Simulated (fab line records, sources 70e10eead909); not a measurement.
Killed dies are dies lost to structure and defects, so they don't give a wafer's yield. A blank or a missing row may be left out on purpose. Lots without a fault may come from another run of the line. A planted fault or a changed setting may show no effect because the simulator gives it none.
One fault seen from 2 desks | flow nand_harc | each desk has only its own numbers; what lay behind them comes last

THE DEFECT DESK
What the inspections along the route counted, lot by lot: means of the sampled wafers that have a number. A lot is out of limits, marked OUT, if its mean lies more than 4 standard deviations from the usual mean; the brackets give that distance.
Columns: A = raw_defect_count at NHARC_A_CHANNEL_HOLE_D1_INSPECT_40, usual 73
lot  | first seen here | A
L781 | day 8 22:55     | 46
L783 | day 9 09:40     | 104
L782 | day 9 11:09     | 60
L786 | day 10 19:49    | 36
L790 | day 12 19:33    | 86
L793 | day 14 01:03    | 100
L794 | day 14 05:11    | 96
L799 | day 16 03:41    | 56
L800 | day 16 19:41    | 82
L802 | day 18 06:05    | 61
L803 | day 18 08:05    | 45
L804 | day 18 18:59    | 44
This desk's finding: nothing out of limits on any of the 12 lots.

THE TOOL OWNER'S DESK: rie_diel-04
The tool's own readings at NHARC_A_CHANNEL_HOLE_D1_ETCH_44 (etches the open film in CF4/O2, target depth 140 nm, overetch 14 nm, time 77 s): means of the sampled wafers that have a number, for each lot that ran on this tool. A lot is out of limits, marked OUT, if its mean lies more than 4 standard deviations from the usual mean; the brackets give that distance. Of its 8 readings 7 are shown: the one that was out of limits first, and those that lie furthest out on some lot.
Columns: A = cf4_flow_sccm at NHARC_A_CHANNEL_HOLE_D1_ETCH_44, usual 80.02 sccm; B = oes_f_703_au at NHARC_A_CHANNEL_HOLE_D1_ETCH_44, usual 1.001 a.u.; C = oes_o_777_au at NHARC_A_CHANNEL_HOLE_D1_ETCH_44, usual 1.001 a.u.; D = oes_product_au at NHARC_A_CHANNEL_HOLE_D1_ETCH_44, usual 1.006 a.u.; E = rf_vpp_V at NHARC_A_CHANNEL_HOLE_D1_ETCH_44, usual 197.8 V; F = showerhead_plenum_p_Torr at NHARC_A_CHANNEL_HOLE_D1_ETCH_44, usual 1.33 Torr; G = throttle_valve_pct at NHARC_A_CHANNEL_HOLE_D1_ETCH_44, usual 13.397 %
lot  | first seen here | A               | B               | C               | D     | E     | F    | G
L781 | day 8 21:56     | 79.82           | 0.998           | 1.000           | 0.987 | 198.4 | 1.37 | 13.396
L782 | day 9 10:10     | 80.11           | 1.001           | 1.002           | 0.998 | 198.6 | 1.36 | 13.398
L790 | day 12 18:27    | 95.80 (+66) OUT | 0.938 (-15) OUT | 0.815 (-42) OUT | 1.011 | 196.3 | 1.44 | 14.356 (+99 or more) OUT
L793 | day 14 00:04    | 96.19 (+67) OUT | 0.941 (-15) OUT | 0.820 (-41) OUT | 1.022 | 198.0 | 1.48 | 14.363 (+99 or more) OUT
L794 | day 14 04:14    | 95.95 (+66) OUT | 0.942 (-14) OUT | 0.816 (-42) OUT | 1.010 | 197.6 | 1.48 | 14.362 (+99 or more) OUT
L800 | day 16 18:41    | 80.20           | 1.001           | 0.996           | 1.000 | 197.9 | 1.32 | 13.396
L803 | day 18 07:05    | 79.79           | 1.000           | 1.002           | 0.985 | 198.4 | 1.36 | 13.402
L804 | day 18 18:00    | 79.80           | 0.999           | 1.000           | 1.002 | 197.1 | 1.32 | 13.404
This desk's finding: out of limits on L790, L793, L794; first on L790, day 12 18:27 (cf4_flow_sccm at NHARC_A_CHANNEL_HOLE_D1_ETCH_44). In limits: L781, L782, L800, L803, L804.

PUT TOGETHER
The tool owner's desk could have raised an alarm at day 12 18:27, on L790, L793, L794.
The defect desk saw nothing out of limits.
The defect desk has L790, L793, L794 on record, within its limits.
Of the lots named, all ran NHARC_A_CHANNEL_HOLE_D1_ETCH_44 on rie_diel-04.

WHAT THE SIMULATOR HAD PUT IN
Process parameter drift: rie_diel-04, from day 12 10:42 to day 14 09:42, at NHARC_A_CHANNEL_HOLE_D1_ETCH_44. Setting cf4_flow_sccm, moved by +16, from 80. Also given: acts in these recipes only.
Lots struck among those shown: L790, L793, L794.
Hours from the fault's start to each desk's first reading out of limits: the tool owner's desk, 8.
